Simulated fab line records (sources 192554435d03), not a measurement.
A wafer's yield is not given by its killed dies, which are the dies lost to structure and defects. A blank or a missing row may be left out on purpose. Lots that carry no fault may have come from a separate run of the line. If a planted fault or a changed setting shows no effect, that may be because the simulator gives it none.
Comparing a struck lot with a sound one	flow n5Finfet	14 steps out of a route of 1938
Sound: the wafers L451.2, L451.5, L451.6. Wafers struck: L443.3, L443.6. The cause comes at the end.
Per side, at each step with rows, come the tool, then ch with its chambers, and then its first start. Under that, the readings that differ: sound wafers	struck wafers	difference of the means	sigmas: that difference in standard deviations of wafers without a fault.
alike: a reading whose means differ by less than 2 such deviations, as well as words and numbers matching on both sides. not compared: withheld readings; readings where some wafer has no value; bounds like >300 that might hide an equal value; numbers whose values overlap and for which the record gives no deviation.
Wherever a step has rows on one side only, a row that says differs or no value, or a row with sigmas, the two part there. Non-overlapping numbers with no deviation appear without sigmas and do not part them. A reading missing from all wafers of one side parts the sides only when that side holds two or more wafers.

first, 1 step without rows for these wafers: N5_SD_EPI_P_DEVELOP_08 (develop time 30 s).
N5_SD_EPI_P_CD_MEAS_09 targets a cd of 240 nm.
  sound on cdSem-01 ch 0, day 8 23:06; struck on cdSem-03 ch 0, day 6 15:46
reading	sound	struck	difference	sigmas
cdNm (nm)	241.8 241.9 241.8	240.4 240.2	-1.5	-2
N5_SD_EPI_P_OVL_MEAS_10:
  sound on overlay-02 ch 0, day 8 23:08; struck on overlay-01 ch 0, day 6 15:48
  alike: SD_P_BLK_OVL
N5_SD_EPI_P_INSPECT_11: inspects for defects (macro).
  sound on defectInspect-02, day 8 23:09; struck on defectInspect-01, day 6 15:50
  alike: rawDefectCount
then, 1 step without rows for these wafers: N5_SD_EPI_P_DESCUM_14 (chemistry O2, time 7.9 s).
N5_SD_EPI_P_ETCH_36: etches SiARC in CF4, target depth 45.5 nm, time 75.8 s.
  sound on rieDiel-02 ch 1,3, day 8 23:31; struck on rieDiel-04 ch 0,3, day 6 15:53
  alike: drypumpMotorCurrentA, etchRfOnTimeS, oesProductAu, rfVppV, showerheadPlenumPTorr, throttleValvePct
  not compared: rfHoursCounterH
N5_SD_EPI_P_ETCH_37: etches SOC in N2/H2, overetch 108 nm, time 486 s.
  sound on rieDiel-02 ch 1,3, day 8 23:35; struck on rieDiel-04 ch 0,3, day 6 15:57
  alike: drypumpMotorCurrentA, oesProductAu, rfVppV, showerheadPlenumPTorr, throttleValvePct
  not compared: rfHoursCounterH
then, 1 step without rows for these wafers: N5_SD_EPI_P_STRIP_38 (strips in N2/H2).
N5_SD_EPI_P_ETCHBACK_46: etches SiNx in CH3F/O2, stops on SiO2, target depth 17.5 nm.
  sound on rieDiel-02 ch 1,3, day 8 23:54; struck on rieDiel-04 ch 0,3, day 6 16:16
  alike: drypumpMotorCurrentA, oesProductAu, rfVppV, showerheadPlenumPTorr, throttleValvePct
  not compared: rfHoursCounterH
N5_SD_EPI_P_ETCH_47: etches SiOCN in CH3F/O2, target depth 25 nm.
  sound on rieDiel-02 ch 1,3, day 9 00:00; struck on rieDiel-04 ch 0,3, day 6 16:22
  alike: drypumpMotorCurrentA, oesProductAu, rfVppV, showerheadPlenumPTorr, throttleValvePct
  not compared: rfHoursCounterH
N5_SD_EPI_P_ETCH_16: etches SiO2 in CHF3/O2, target depth 5 nm.
  sound on rieDiel-02 ch 1,3, day 9 00:06; struck on rieDiel-04 ch 0,3, day 6 16:28
  alike: CHF3_flow_sccm, drypumpMotorCurrentA, oesProductAu, rfVppV, showerheadPlenumPTorr, throttleValvePct
  not compared: rfHoursCounterH
then, 1 step without rows for these wafers: N5_SD_EPI_P_STRIP_50 (strips in CHF3/O2).
N5_SD_EPI_P_SD_RECESS_17: chemistry HBr/Cl2/O2, target depth 39.1 nm, bt time 3 s.
  sound on rieSi-03 ch 0,1,2, day 9 00:10; struck on rieSi-06 ch 0,1, day 6 16:32
reading	sound	struck	difference	sigmas
model.SD_EPI_P.featureDepthNm (nm)	38.8 38.8 38.4	24.4 24.4	-14.3	
model.etch.depthNm (nm)	38.7 38.76 38.41	24.48 24.31	-14.23	
  alike: drypumpMotorCurrentA, mfcCl2Sccm, oesProductAu, throttleValvePct
  not compared: rfHoursCounterH
then, 1 step without rows for these wafers: N5_SD_EPI_P_WET_ETCH_45 (etches SiO2 in dHF, time 10.7 s, target depth 2 nm, rinse time 30 s).

## WHERE THEY PART
N5_SD_EPI_P_CD_MEAS_09 only, going by this record. Later steps at which nothing parts them and some readings are alike: N5_SD_EPI_P_OVL_MEAS_10, N5_SD_EPI_P_INSPECT_11, N5_SD_EPI_P_ETCH_36, N5_SD_EPI_P_ETCH_37, N5_SD_EPI_P_ETCHBACK_46, N5_SD_EPI_P_ETCH_47, N5_SD_EPI_P_ETCH_16, N5_SD_EPI_P_SD_RECESS_17.

WHY: the cause the simulator had injected
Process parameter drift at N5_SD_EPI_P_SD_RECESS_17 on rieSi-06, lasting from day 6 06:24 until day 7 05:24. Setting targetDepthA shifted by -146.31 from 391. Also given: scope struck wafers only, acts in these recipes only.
